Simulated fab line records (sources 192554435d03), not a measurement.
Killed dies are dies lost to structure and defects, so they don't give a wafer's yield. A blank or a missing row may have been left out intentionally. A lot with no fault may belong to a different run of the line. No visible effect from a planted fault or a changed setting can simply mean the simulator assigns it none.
Which tool was responsible? / flow n5-finfet / 24 lots with 72 wafers sampled at 6 steps, on a route of 1938 steps

WHAT EACH GAUGE READ, for each wafer
N5_BEOL_M2_THK_MEAS_53: measures by xrf. Usual: M2_THK gives 40.9 nm (standard deviation 1.3).
lot=L074; measured=day 7 10:37; on=film-metro-02; M2_THK (nm)=40.5 40.6 40.2; flag=
lot=L075; measured=day 7 13:01; on=film-metro-02; M2_THK (nm)=39.8 39.9 38.0; flag=
lot=L076; measured=day 7 15:49; on=film-metro-01; M2_THK (nm)=43.0 42.5 42.5; flag=
lot=L077; measured=day 8 09:15; on=film-metro-01; M2_THK (nm)=41.3 41.2 41.4; flag=
lot=L078; measured=day 8 15:25; on=film-metro-02; M2_THK (nm)=41.8 41.2 40.6; flag=
lot=L079; measured=day 8 07:31; on=film-metro-01; M2_THK (nm)=41.6 40.8 41.7; flag=
lot=L081; measured=day 9 07:55; on=film-metro-02; M2_THK (nm)=39.3 41.9 41.2; flag=
lot=L080; measured=day 9 12:44; on=film-metro-01; M2_THK (nm)=42.3 41.8 42.6; flag=
lot=L083; measured=day 9 13:07; on=film-metro-02; M2_THK (nm)=38.5 41.3 40.2; flag=
lot=L082; measured=day 10 07:43; on=film-metro-01; M2_THK (nm)=42.1 41.7 42.5; flag=
lot=L084; measured=day 10 10:31; on=film-metro-02; M2_THK (nm)=40.2 38.1 40.9; flag=
lot=L085; measured=day 10 14:05; on=film-metro-02; M2_THK (nm)=42.5 40.2 41.2; flag=
lot=L086; measured=day 10 15:15; on=film-metro-02; M2_THK (nm)=40.1 40.7 38.8; flag=
lot=L087; measured=day 10 15:22; on=film-metro-02; M2_THK (nm)=40.0 40.1 40.3; flag=
lot=L089; measured=day 10 23:24; on=film-metro-01; M2_THK (nm)=42.0 39.7 42.7; flag=
lot=L088; measured=day 11 06:46; on=film-metro-02; M2_THK (nm)=39.3 39.4 38.9; flag=
lot=L090; measured=day 11 10:20; on=film-metro-02; M2_THK (nm)=39.3 40.3 40.5; flag=
lot=L091; measured=day 11 13:02; on=film-metro-01; M2_THK (nm)=41.9 41.7 41.9; flag=
lot=L092; measured=day 12 06:34; on=film-metro-01; M2_THK (nm)=42.5 40.4 42.8; flag=
lot=L093; measured=day 12 10:51; on=film-metro-02; M2_THK (nm)=42.0 41.5 41.9; flag=
lot=L094; measured=day 12 15:11; on=film-metro-01; M2_THK (nm)=41.0 41.8 42.6; flag=
lot=L095; measured=day 13 08:40; on=film-metro-02; M2_THK (nm)=43.4 42.3 41.8; flag=
lot=L096; measured=day 13 16:44; on=film-metro-02; M2_THK (nm)=40.4 41.8 42.7; flag=
lot=L097; measured=day 14 02:16; on=film-metro-01; M2_THK (nm)=41.3 38.9 38.5; flag=

WHICH TOOL RAN EACH LOT (tool, then ch and the chambers of the sampled wafers, then the start)
lot=L074; N5_BEOL_M1_ALD_84=ald-metal-02 ch 1,3, day 6 09:57; N5_BEOL_M1_ANNEAL_95=pvd-sputter-02, day 6 12:17; N5_BEOL_M2_STRIP_97=rie-diel-03 ch 1,2,3, day 7 08:04 or earlier; N5_BEOL_M2_SPUTTER_48=pvd-sputter-02, day 7 08:04; N5_BEOL_M2_ANNEAL_82=pvd-sputter-02, day 7 08:35
lot=L075; N5_BEOL_M1_ALD_84=ald-metal-02 ch 0,2,3, day 6 19:53; N5_BEOL_M1_ANNEAL_95=pvd-sputter-01, day 6 21:58; N5_BEOL_M2_STRIP_97=rie-diel-04 ch 0,2,3, day 7 10:10 or earlier; N5_BEOL_M2_SPUTTER_48=pvd-sputter-03, day 7 10:10; N5_BEOL_M2_ANNEAL_82=pvd-sputter-03, day 7 10:41
lot=L076; N5_BEOL_M1_ALD_84=ald-metal-04 ch 0,2,3, day 6 19:58; N5_BEOL_M1_ANNEAL_95=pvd-sputter-02, day 6 23:48; N5_BEOL_M2_STRIP_97=rie-diel-01 ch 0,1,2, day 7 13:16 or earlier; N5_BEOL_M2_SPUTTER_48=pvd-sputter-01, day 7 13:16; N5_BEOL_M2_ANNEAL_82=pvd-sputter-01, day 7 13:47
lot=L077; N5_BEOL_M1_ALD_84=ald-metal-03 ch 0,3, day 7 01:59; N5_BEOL_M1_ANNEAL_95=pvd-sputter-03, day 7 04:31; N5_BEOL_M2_STRIP_97=rie-diel-04 ch 0,1,2, day 8 06:42 or earlier; N5_BEOL_M2_SPUTTER_48=pvd-sputter-03, day 8 06:42; N5_BEOL_M2_ANNEAL_82=pvd-sputter-03, day 8 07:13
lot=L078; N5_BEOL_M1_ALD_84=ald-metal-02 ch 2,3, day 7 02:10; N5_BEOL_M1_ANNEAL_95=pvd-sputter-03, day 7 06:21; N5_BEOL_M2_STRIP_97=rie-diel-01 ch 2,3, day 8 12:52 or earlier; N5_BEOL_M2_SPUTTER_48=pvd-sputter-02, day 8 12:52; N5_BEOL_M2_ANNEAL_82=pvd-sputter-02, day 8 13:23
lot=L079; N5_BEOL_M1_ALD_84=ald-metal-03 ch 0,1, day 7 12:18; N5_BEOL_M1_ANNEAL_95=pvd-sputter-02, day 7 14:40; N5_BEOL_M2_STRIP_97=rie-diel-01 ch 2,3, day 8 04:55 or earlier; N5_BEOL_M2_SPUTTER_48=pvd-sputter-01, day 8 04:55; N5_BEOL_M2_ANNEAL_82=pvd-sputter-01, day 8 05:26
lot=L081; N5_BEOL_M1_ALD_84=ald-metal-04 ch 0,1,2, day 8 13:23; N5_BEOL_M1_ANNEAL_95=pvd-sputter-03, day 8 15:58; N5_BEOL_M2_STRIP_97=rie-diel-03 ch 1,2, day 9 05:23 or earlier; N5_BEOL_M2_SPUTTER_48=pvd-sputter-02, day 9 05:23; N5_BEOL_M2_ANNEAL_82=pvd-sputter-02, day 9 05:54
lot=L080; N5_BEOL_M1_ALD_84=ald-metal-02 ch 0,1,3, day 8 13:49; N5_BEOL_M1_ANNEAL_95=pvd-sputter-02, day 8 16:28; N5_BEOL_M2_STRIP_97=rie-diel-01 ch 0,1,3, day 9 10:12 or earlier; N5_BEOL_M2_SPUTTER_48=pvd-sputter-02, day 9 10:12; N5_BEOL_M2_ANNEAL_82=pvd-sputter-02, day 9 10:43
lot=L083; N5_BEOL_M1_ALD_84=ald-metal-02 ch 0,3, day 8 16:49; N5_BEOL_M1_ANNEAL_95=pvd-sputter-01, day 8 19:04; N5_BEOL_M2_STRIP_97=rie-diel-04 ch 1,2, day 9 10:35 or earlier; N5_BEOL_M2_SPUTTER_48=pvd-sputter-03, day 9 10:35; N5_BEOL_M2_ANNEAL_82=pvd-sputter-03, day 9 11:06
lot=L082; N5_BEOL_M1_ALD_84=ald-metal-02 ch 0,2,3, day 8 17:06; N5_BEOL_M1_ANNEAL_95=pvd-sputter-03, day 8 19:25; N5_BEOL_M2_STRIP_97=rie-diel-01 ch 0,2,3, day 10 03:10 or earlier; N5_BEOL_M2_SPUTTER_48=pvd-sputter-01, day 10 03:10; N5_BEOL_M2_ANNEAL_82=pvd-sputter-01, day 10 03:41
lot=L084; N5_BEOL_M1_ALD_84=ald-metal-02 ch 0,2, day 8 22:01; N5_BEOL_M1_ANNEAL_95=pvd-sputter-03, day 9 00:14; N5_BEOL_M2_STRIP_97=rie-diel-01 ch 0,3, day 10 07:49 or earlier; N5_BEOL_M2_SPUTTER_48=pvd-sputter-03, day 10 07:49; N5_BEOL_M2_ANNEAL_82=pvd-sputter-03, day 10 08:20
lot=L085; N5_BEOL_M1_ALD_84=ald-metal-03 ch 0,3, day 9 13:53; N5_BEOL_M1_ANNEAL_95=pvd-sputter-03, day 9 16:12; N5_BEOL_M2_STRIP_97=rie-diel-04 ch 1,2,3, day 10 10:55 or earlier; N5_BEOL_M2_SPUTTER_48=pvd-sputter-02, day 10 10:55; N5_BEOL_M2_ANNEAL_82=pvd-sputter-02, day 10 11:26
lot=L086; N5_BEOL_M1_ALD_84=ald-metal-03 ch 0,2, day 9 14:55; N5_BEOL_M1_ANNEAL_95=pvd-sputter-01, day 9 17:16; N5_BEOL_M2_STRIP_97=rie-diel-04 ch 0,1,2, day 10 12:40 or earlier; N5_BEOL_M2_SPUTTER_48=pvd-sputter-03, day 10 12:40; N5_BEOL_M2_ANNEAL_82=pvd-sputter-03, day 10 13:11
lot=L087; N5_BEOL_M1_ALD_84=ald-metal-02 ch 0,1,3, day 9 23:28; N5_BEOL_M1_ANNEAL_95=pvd-sputter-01, day 10 01:47; N5_BEOL_M2_STRIP_97=rie-diel-01 ch 1,2, day 10 12:49 or earlier; N5_BEOL_M2_SPUTTER_48=pvd-sputter-01, day 10 12:49; N5_BEOL_M2_ANNEAL_82=pvd-sputter-01, day 10 13:20
lot=L089; N5_BEOL_M1_ALD_84=ald-metal-03 ch 0,2,3, day 10 02:47; N5_BEOL_M1_ANNEAL_95=pvd-sputter-03, day 10 04:59; N5_BEOL_M2_STRIP_97=rie-diel-04 ch 1,2,3, day 10 20:51 or earlier; N5_BEOL_M2_SPUTTER_48=pvd-sputter-02, day 10 20:51; N5_BEOL_M2_ANNEAL_82=pvd-sputter-02, day 10 21:22
lot=L088; N5_BEOL_M1_ALD_84=ald-metal-02 ch 2,3, day 10 06:59; N5_BEOL_M1_ANNEAL_95=pvd-sputter-01, day 10 09:20; N5_BEOL_M2_STRIP_97=rie-diel-03 ch 0,3, day 11 04:13 or earlier; N5_BEOL_M2_SPUTTER_48=pvd-sputter-03, day 11 04:13; N5_BEOL_M2_ANNEAL_82=pvd-sputter-03, day 11 04:44
lot=L090; N5_BEOL_M1_ALD_84=ald-metal-03 ch 1,2, day 10 17:54; N5_BEOL_M1_ANNEAL_95=pvd-sputter-02, day 10 20:11; N5_BEOL_M2_STRIP_97=rie-diel-03 ch 2,3, day 11 07:17 or earlier; N5_BEOL_M2_SPUTTER_48=pvd-sputter-01, day 11 07:17; N5_BEOL_M2_ANNEAL_82=pvd-sputter-01, day 11 07:49
lot=L091; N5_BEOL_M1_ALD_84=ald-metal-02 ch 0,2,3, day 10 20:39; N5_BEOL_M1_ANNEAL_95=pvd-sputter-02, day 11 00:19; N5_BEOL_M2_STRIP_97=rie-diel-04 ch 0,1,2, day 11 07:49 or earlier; N5_BEOL_M2_SPUTTER_48=pvd-sputter-03, day 11 07:49; N5_BEOL_M2_ANNEAL_82=pvd-sputter-03, day 11 08:20
lot=L092; N5_BEOL_M1_ALD_84=ald-metal-02 ch 1,2,3, day 11 11:35; N5_BEOL_M1_ANNEAL_95=pvd-sputter-01, day 11 15:29; N5_BEOL_M2_STRIP_97=rie-diel-04 ch 1,3, day 12 01:52 or earlier; N5_BEOL_M2_SPUTTER_48=pvd-sputter-01, day 12 01:52; N5_BEOL_M2_ANNEAL_82=pvd-sputter-01, day 12 02:23
lot=L093; N5_BEOL_M1_ALD_84=ald-metal-02 ch 0,1,3, day 11 16:01; N5_BEOL_M1_ANNEAL_95=pvd-sputter-02, day 11 18:11; N5_BEOL_M2_STRIP_97=rie-diel-01 ch 1,2,3, day 12 06:36 or earlier; N5_BEOL_M2_SPUTTER_48=pvd-sputter-02, day 12 06:36; N5_BEOL_M2_ANNEAL_82=pvd-sputter-02, day 12 07:07
lot=L094; N5_BEOL_M1_ALD_84=ald-metal-03 ch 2,3, day 11 16:55; N5_BEOL_M1_ANNEAL_95=pvd-sputter-02, day 11 20:32; N5_BEOL_M2_STRIP_97=rie-diel-01 ch 0,1, day 12 12:38 or earlier; N5_BEOL_M2_SPUTTER_48=pvd-sputter-02, day 12 12:38; N5_BEOL_M2_ANNEAL_82=pvd-sputter-02, day 12 13:09
lot=L095; N5_BEOL_M1_ALD_84=ald-metal-04 ch 1,2,3, day 12 05:10; N5_BEOL_M1_ANNEAL_95=pvd-sputter-01, day 12 07:47; N5_BEOL_M2_STRIP_97=rie-diel-04 ch 0,3, day 13 05:32 or earlier; N5_BEOL_M2_SPUTTER_48=pvd-sputter-03, day 13 05:32; N5_BEOL_M2_ANNEAL_82=pvd-sputter-03, day 13 06:03
lot=L096; N5_BEOL_M1_ALD_84=ald-metal-04 ch 0,2,3, day 12 15:43; N5_BEOL_M1_ANNEAL_95=pvd-sputter-03, day 12 18:14; N5_BEOL_M2_STRIP_97=rie-diel-03 ch 1,2, day 13 14:08 or earlier; N5_BEOL_M2_SPUTTER_48=pvd-sputter-03, day 13 14:08; N5_BEOL_M2_ANNEAL_82=pvd-sputter-03, day 13 14:39
lot=L097; N5_BEOL_M1_ALD_84=ald-metal-03 ch 0,2, day 13 03:43; N5_BEOL_M1_ANNEAL_95=pvd-sputter-01, day 13 05:52; N5_BEOL_M2_STRIP_97=rie-diel-01 ch 0,1,2, day 13 23:43 or earlier; N5_BEOL_M2_SPUTTER_48=pvd-sputter-03, day 13 23:43; N5_BEOL_M2_ANNEAL_82=pvd-sputter-03, day 14 00:14
- N5_BEOL_M1_ALD_84: deposits TaN, pulse time 2 s, purge time 3 s, co reactant purge time 2 s.
- N5_BEOL_M1_ANNEAL_95: time 240 s.
- N5_BEOL_M2_STRIP_97: strips in N2/H2, time 10 s.
- N5_BEOL_M2_SPUTTER_48: material Cu, target thk 4.5 nm, time 8.29 s.
- N5_BEOL_M2_ANNEAL_82: time 240 s.

AS READ BY THE TOOLS THEMSELVES (means over the sampled wafers that have a number; for cases with no such wafer, the mark the record gives instead)
N5_BEOL_M1_ALD_84. Usual: chamber-pressure-Torr 3.001 Torr, standard deviation 0.0067; heater-power-w 426 W, standard deviation 48.
lot=L074; tool=ald-metal-02; chamber-pressure-Torr (Torr)=3.004; heater-power-w (W)=439; flag=
lot=L075; tool=ald-metal-02; chamber-pressure-Torr (Torr)=3.000; heater-power-w (W)=472; flag=
lot=L076; tool=ald-metal-04; chamber-pressure-Torr (Torr)=3.010; heater-power-w (W)=393; flag=
lot=L077; tool=ald-metal-03; chamber-pressure-Torr (Torr)=2.997; heater-power-w (W)=383; flag=
lot=L078; tool=ald-metal-02; chamber-pressure-Torr (Torr)=3.003; heater-power-w (W)=462; flag=
lot=L079; tool=ald-metal-03; chamber-pressure-Torr (Torr)=2.998; heater-power-w (W)=431; flag=
lot=L081; tool=ald-metal-04; chamber-pressure-Torr (Torr)=3.003; heater-power-w (W)=378; flag=
lot=L080; tool=ald-metal-02; chamber-pressure-Torr (Torr)=2.999; heater-power-w (W)=458; flag=
lot=L083; tool=ald-metal-02; chamber-pressure-Torr (Torr)=2.998; heater-power-w (W)=479; flag=
lot=L082; tool=ald-metal-02; chamber-pressure-Torr (Torr)=3.002; heater-power-w (W)=475; flag=
lot=L084; tool=ald-metal-02; chamber-pressure-Torr (Torr)=2.999; heater-power-w (W)=474; flag=
lot=L085; tool=ald-metal-03; chamber-pressure-Torr (Torr)=2.998; heater-power-w (W)=380; flag=
lot=L086; tool=ald-metal-03; chamber-pressure-Torr (Torr)=3.004; heater-power-w (W)=356; flag=
lot=L087; tool=ald-metal-02; chamber-pressure-Torr (Torr)=2.997; heater-power-w (W)=461; flag=
lot=L089; tool=ald-metal-03; chamber-pressure-Torr (Torr)=2.997; heater-power-w (W)=367; flag=
lot=L088; tool=ald-metal-02; chamber-pressure-Torr (Torr)=3.004; heater-power-w (W)=458; flag=
lot=L090; tool=ald-metal-03; chamber-pressure-Torr (Torr)=2.996; heater-power-w (W)=414; flag=
lot=L091; tool=ald-metal-02; chamber-pressure-Torr (Torr)=3.009; heater-power-w (W)=475; flag=
lot=L092; tool=ald-metal-02; chamber-pressure-Torr (Torr)=2.999; heater-power-w (W)=450; flag=
lot=L093; tool=ald-metal-02; chamber-pressure-Torr (Torr)=3.006; heater-power-w (W)=462; flag=
lot=L094; tool=ald-metal-03; chamber-pressure-Torr (Torr)=3.007; heater-power-w (W)=349; flag=
lot=L095; tool=ald-metal-04; chamber-pressure-Torr (Torr)=3.004; heater-power-w (W)=411; flag=
lot=L096; tool=ald-metal-04; chamber-pressure-Torr (Torr)=3.006; heater-power-w (W)=390; flag=
lot=L097; tool=ald-metal-03; chamber-pressure-Torr (Torr)=3.007; heater-power-w (W)=385; flag=

N5_BEOL_M1_ANNEAL_95. Usual: heater-power-w 824 W, standard deviation 51.
lot=L074; tool=pvd-sputter-02; heater-power-w (W)=853; flag=
lot=L075; tool=pvd-sputter-01; heater-power-w (W)=827; flag=
lot=L076; tool=pvd-sputter-02; heater-power-w (W)=855; flag=
lot=L077; tool=pvd-sputter-03; heater-power-w (W)=829; flag=
lot=L078; tool=pvd-sputter-03; heater-power-w (W)=773; flag=
lot=L079; tool=pvd-sputter-02; heater-power-w (W)=879; flag=
lot=L081; tool=pvd-sputter-03; heater-power-w (W)=811; flag=
lot=L080; tool=pvd-sputter-02; heater-power-w (W)=870; flag=
lot=L083; tool=pvd-sputter-01; heater-power-w (W)=799; flag=
lot=L082; tool=pvd-sputter-03; heater-power-w (W)=790; flag=
lot=L084; tool=pvd-sputter-03; heater-power-w (W)=789; flag=
lot=L085; tool=pvd-sputter-03; heater-power-w (W)=822; flag=
lot=L086; tool=pvd-sputter-01; heater-power-w (W)=853; flag=
lot=L087; tool=pvd-sputter-01; heater-power-w (W)=794; flag=
lot=L089; tool=pvd-sputter-03; heater-power-w (W)=836; flag=
lot=L088; tool=pvd-sputter-01; heater-power-w (W)=811; flag=
lot=L090; tool=pvd-sputter-02; heater-power-w (W)=883; flag=
lot=L091; tool=pvd-sputter-02; heater-power-w (W)=865; flag=
lot=L092; tool=pvd-sputter-01; heater-power-w (W)=793; flag=
lot=L093; tool=pvd-sputter-02; heater-power-w (W)=852; flag=
lot=L094; tool=pvd-sputter-02; heater-power-w (W)=853; flag=
lot=L095; tool=pvd-sputter-01; heater-power-w (W)=793; flag=
lot=L096; tool=pvd-sputter-03; heater-power-w (W)=802; flag=
lot=L097; tool=pvd-sputter-01; heater-power-w (W)=761; flag=

N5_BEOL_M2_STRIP_97. Usual: drypump-motor-current-A 5.6 A, standard deviation 0.49; n2-flow-sccm 200.0 sccm, standard deviation 0.62; oes-product-au 0.84 a.u., standard deviation 0.073; rf-vpp-V 59.3 V, standard deviation 0.93; showerhead-plenum-p-Torr 2.59 Torr, standard deviation 0.11; throttle-valve-pct 23.60 %, standard deviation 0.21.
lot=L074; tool=rie-diel-03; drypump-motor-current-A (A)=5.6; n2-flow-sccm (sccm)=199.9; oes-product-au (a.u.)=0.79; rf-vpp-V (V)=59.4; showerhead-plenum-p-Torr (Torr)=2.58; throttle-valve-pct (%)=23.89; flag=
lot=L075; tool=rie-diel-04; drypump-motor-current-A (A)=5.8; n2-flow-sccm (sccm)=200.1; oes-product-au (a.u.)=0.80; rf-vpp-V (V)=58.4; showerhead-plenum-p-Torr (Torr)=2.48; throttle-valve-pct (%)=23.54; flag=
lot=L076; tool=rie-diel-01; drypump-motor-current-A (A)=5.4; n2-flow-sccm (sccm)=200.8; oes-product-au (a.u.)=0.90; rf-vpp-V (V)=58.9; showerhead-plenum-p-Torr (Torr)=2.66; throttle-valve-pct (%)=23.46; flag=
lot=L077; tool=rie-diel-04; drypump-motor-current-A (A)=5.5; n2-flow-sccm (sccm)=200.6; oes-product-au (a.u.)=0.87; rf-vpp-V (V)=58.7; showerhead-plenum-p-Torr (Torr)=2.59; throttle-valve-pct (%)=23.51; flag=
lot=L078; tool=rie-diel-01; drypump-motor-current-A (A)=5.7; n2-flow-sccm (sccm)=199.5; oes-product-au (a.u.)=0.92; rf-vpp-V (V)=59.4; showerhead-plenum-p-Torr (Torr)=2.63; throttle-valve-pct (%)=23.58; flag=
lot=L079; tool=rie-diel-01; drypump-motor-current-A (A)=5.6; n2-flow-sccm (sccm)=200.4; oes-product-au (a.u.)=0.92; rf-vpp-V (V)=59.2; showerhead-plenum-p-Torr (Torr)=2.64; throttle-valve-pct (%)=23.57; flag=
lot=L081; tool=rie-diel-03; drypump-motor-current-A (A)=5.7; n2-flow-sccm (sccm)=199.9; oes-product-au (a.u.)=0.76; rf-vpp-V (V)=58.1; showerhead-plenum-p-Torr (Torr)=2.51; throttle-valve-pct (%)=23.85; flag=
lot=L080; tool=rie-diel-01; drypump-motor-current-A (A)=5.7; n2-flow-sccm (sccm)=200.4; oes-product-au (a.u.)=0.85; rf-vpp-V (V)=58.9; showerhead-plenum-p-Torr (Torr)=2.58; throttle-valve-pct (%)=23.58; flag=
lot=L083; tool=rie-diel-04; drypump-motor-current-A (A)=5.8; n2-flow-sccm (sccm)=199.5; oes-product-au (a.u.)=0.82; rf-vpp-V (V)=59.5; showerhead-plenum-p-Torr (Torr)=2.60; throttle-valve-pct (%)=23.45; flag=
lot=L082; tool=rie-diel-01; drypump-motor-current-A (A)=5.8; n2-flow-sccm (sccm)=199.7; oes-product-au (a.u.)=0.85; rf-vpp-V (V)=58.9; showerhead-plenum-p-Torr (Torr)=2.58; throttle-valve-pct (%)=23.55; flag=
lot=L084; tool=rie-diel-01; drypump-motor-current-A (A)=6.1; n2-flow-sccm (sccm)=199.6; oes-product-au (a.u.)=0.85; rf-vpp-V (V)=58.5; showerhead-plenum-p-Torr (Torr)=2.50; throttle-valve-pct (%)=23.65; flag=
lot=L085; tool=rie-diel-04; drypump-motor-current-A (A)=5.8; n2-flow-sccm (sccm)=200.1; oes-product-au (a.u.)=0.87; rf-vpp-V (V)=59.4; showerhead-plenum-p-Torr (Torr)=2.65; throttle-valve-pct (%)=23.51; flag=
lot=L086; tool=rie-diel-04; drypump-motor-current-A (A)=5.5; n2-flow-sccm (sccm)=200.0; oes-product-au (a.u.)=0.83; rf-vpp-V (V)=59.0; showerhead-plenum-p-Torr (Torr)=2.58; throttle-valve-pct (%)=23.53; flag=
lot=L087; tool=rie-diel-01; drypump-motor-current-A (A)=5.3; n2-flow-sccm (sccm)=200.0; oes-product-au (a.u.)=0.88; rf-vpp-V (V)=59.4; showerhead-plenum-p-Torr (Torr)=2.70; throttle-valve-pct (%)=23.54; flag=
lot=L089; tool=rie-diel-04; drypump-motor-current-A (A)=5.7; n2-flow-sccm (sccm)=199.4; oes-product-au (a.u.)=0.87; rf-vpp-V (V)=59.7; showerhead-plenum-p-Torr (Torr)=2.65; throttle-valve-pct (%)=23.52; flag=
lot=L088; tool=rie-diel-03; drypump-motor-current-A (A)=5.3; n2-flow-sccm (sccm)=200.0; oes-product-au (a.u.)=0.86; rf-vpp-V (V)=60.0; showerhead-plenum-p-Torr (Torr)=2.52; throttle-valve-pct (%)=23.49; flag=
lot=L090; tool=rie-diel-03; drypump-motor-current-A (A)=5.0; n2-flow-sccm (sccm)=199.8; oes-product-au (a.u.)=0.71; rf-vpp-V (V)=59.5; showerhead-plenum-p-Torr (Torr)=2.54; throttle-valve-pct (%)=24.07; flag=
lot=L091; tool=rie-diel-04; drypump-motor-current-A (A)=5.5; n2-flow-sccm (sccm)=200.2; oes-product-au (a.u.)=0.82; rf-vpp-V (V)=60.4; showerhead-plenum-p-Torr (Torr)=2.57; throttle-valve-pct (%)=23.54; flag=
lot=L092; tool=rie-diel-04; drypump-motor-current-A (A)=5.7; n2-flow-sccm (sccm)=200.3; oes-product-au (a.u.)=0.91; rf-vpp-V (V)=59.2; showerhead-plenum-p-Torr (Torr)=2.70; throttle-valve-pct (%)=23.59; flag=
lot=L093; tool=rie-diel-01; drypump-motor-current-A (A)=5.6; n2-flow-sccm (sccm)=199.6; oes-product-au (a.u.)=0.84; rf-vpp-V (V)=59.3; showerhead-plenum-p-Torr (Torr)=2.62; throttle-valve-pct (%)=23.65; flag=
lot=L094; tool=rie-diel-01; drypump-motor-current-A (A)=5.3; n2-flow-sccm (sccm)=199.8; oes-product-au (a.u.)=0.82; rf-vpp-V (V)=59.9; showerhead-plenum-p-Torr (Torr)=2.64; throttle-valve-pct (%)=23.55; flag=
lot=L095; tool=rie-diel-04; drypump-motor-current-A (A)=5.6; n2-flow-sccm (sccm)=200.1; oes-product-au (a.u.)=0.85; rf-vpp-V (V)=59.2; showerhead-plenum-p-Torr (Torr)=2.55; throttle-valve-pct (%)=23.62; flag=
lot=L096; tool=rie-diel-03; drypump-motor-current-A (A)=6.1; n2-flow-sccm (sccm)=199.6; oes-product-au (a.u.)=0.78; rf-vpp-V (V)=60.0; showerhead-plenum-p-Torr (Torr)=2.59; throttle-valve-pct (%)=23.81; flag=
lot=L097; tool=rie-diel-01; drypump-motor-current-A (A)=5.4; n2-flow-sccm (sccm)=201.1; oes-product-au (a.u.)=0.82; rf-vpp-V (V)=59.1; showerhead-plenum-p-Torr (Torr)=2.63; throttle-valve-pct (%)=23.53; flag=

N5_BEOL_M2_SPUTTER_48. Usual: throttle-valve-pct 30.4 %, standard deviation 0.65.
lot=L074; tool=pvd-sputter-02; throttle-valve-pct (%)=30.4; flag=
lot=L075; tool=pvd-sputter-03; throttle-valve-pct (%)=30.1; flag=
lot=L076; tool=pvd-sputter-01; throttle-valve-pct (%)=31.7; flag=
lot=L077; tool=pvd-sputter-03; throttle-valve-pct (%)=30.4; flag=
lot=L078; tool=pvd-sputter-02; throttle-valve-pct (%)=30.4; flag=
lot=L079; tool=pvd-sputter-01; throttle-valve-pct (%)=31.1; flag=
lot=L081; tool=pvd-sputter-02; throttle-valve-pct (%)=29.8; flag=
lot=L080; tool=pvd-sputter-02; throttle-valve-pct (%)=30.4; flag=
lot=L083; tool=pvd-sputter-03; throttle-valve-pct (%)=30.1; flag=
lot=L082; tool=pvd-sputter-01; throttle-valve-pct (%)=30.9; flag=
lot=L084; tool=pvd-sputter-03; throttle-valve-pct (%)=30.3; flag=
lot=L085; tool=pvd-sputter-02; throttle-valve-pct (%)=30.1; flag=
lot=L086; tool=pvd-sputter-03; throttle-valve-pct (%)=30.4; flag=
lot=L087; tool=pvd-sputter-01; throttle-valve-pct (%)=30.8; flag=
lot=L089; tool=pvd-sputter-02; throttle-valve-pct (%)=30.5; flag=
lot=L088; tool=pvd-sputter-03; throttle-valve-pct (%)=29.7; flag=
lot=L090; tool=pvd-sputter-01; throttle-valve-pct (%)=30.8; flag=
lot=L091; tool=pvd-sputter-03; throttle-valve-pct (%)=30.0; flag=
lot=L092; tool=pvd-sputter-01; throttle-valve-pct (%)=31.3; flag=
lot=L093; tool=pvd-sputter-02; throttle-valve-pct (%)=30.2; flag=
lot=L094; tool=pvd-sputter-02; throttle-valve-pct (%)=30.2; flag=
lot=L095; tool=pvd-sputter-03; throttle-valve-pct (%)=30.5; flag=
lot=L096; tool=pvd-sputter-03; throttle-valve-pct (%)=30.4; flag=
lot=L097; tool=pvd-sputter-03; throttle-valve-pct (%)=29.9; flag=

N5_BEOL_M2_ANNEAL_82. Usual: heater-power-w 824 W, standard deviation 49.
lot=L074; tool=pvd-sputter-02; heater-power-w (W)=884; flag=
lot=L075; tool=pvd-sputter-03; heater-power-w (W)=778; flag=
lot=L076; tool=pvd-sputter-01; heater-power-w (W)=810; flag=
lot=L077; tool=pvd-sputter-03; heater-power-w (W)=817; flag=
lot=L078; tool=pvd-sputter-02; heater-power-w (W)=838; flag=
lot=L079; tool=pvd-sputter-01; heater-power-w (W)=811; flag=
lot=L081; tool=pvd-sputter-02; heater-power-w (W)=825; flag=
lot=L080; tool=pvd-sputter-02; heater-power-w (W)=879; flag=
lot=L083; tool=pvd-sputter-03; heater-power-w (W)=829; flag=
lot=L082; tool=pvd-sputter-01; heater-power-w (W)=824; flag=
lot=L084; tool=pvd-sputter-03; heater-power-w (W)=844; flag=
lot=L085; tool=pvd-sputter-02; heater-power-w (W)=845; flag=
lot=L086; tool=pvd-sputter-03; heater-power-w (W)=779; flag=
lot=L087; tool=pvd-sputter-01; heater-power-w (W)=819; flag=
lot=L089; tool=pvd-sputter-02; heater-power-w (W)=884; flag=
lot=L088; tool=pvd-sputter-03; heater-power-w (W)=831; flag=
lot=L090; tool=pvd-sputter-01; heater-power-w (W)=831; flag=
lot=L091; tool=pvd-sputter-03; heater-power-w (W)=825; flag=
lot=L092; tool=pvd-sputter-01; heater-power-w (W)=792; flag=
lot=L093; tool=pvd-sputter-02; heater-power-w (W)=848; flag=
lot=L094; tool=pvd-sputter-02; heater-power-w (W)=851; flag=
lot=L095; tool=pvd-sputter-03; heater-power-w (W)=776; flag=
lot=L096; tool=pvd-sputter-03; heater-power-w (W)=811; flag=
lot=L097; tool=pvd-sputter-03; heater-power-w (W)=832; flag=

THE ANSWER, worked out from the rows above alone
Rule: a lot is off if the mean of its wafers that have a number lies more than 3 standard deviations from the usual mean. Also off: a lot with no number at a reading for which 4 or more lots have one. The other lots that the step has rows for count as sound. The gauges are gone through in route order, then the tools' own readings, and for those a lot's mean is taken as printed above. At the first step where some lot is off, the reading lying furthest off is the one used; lots without a number count as furthest.
None of the lots is off at any reading shown; this tells nothing.

WHAT THE SIMULATOR PUT IN
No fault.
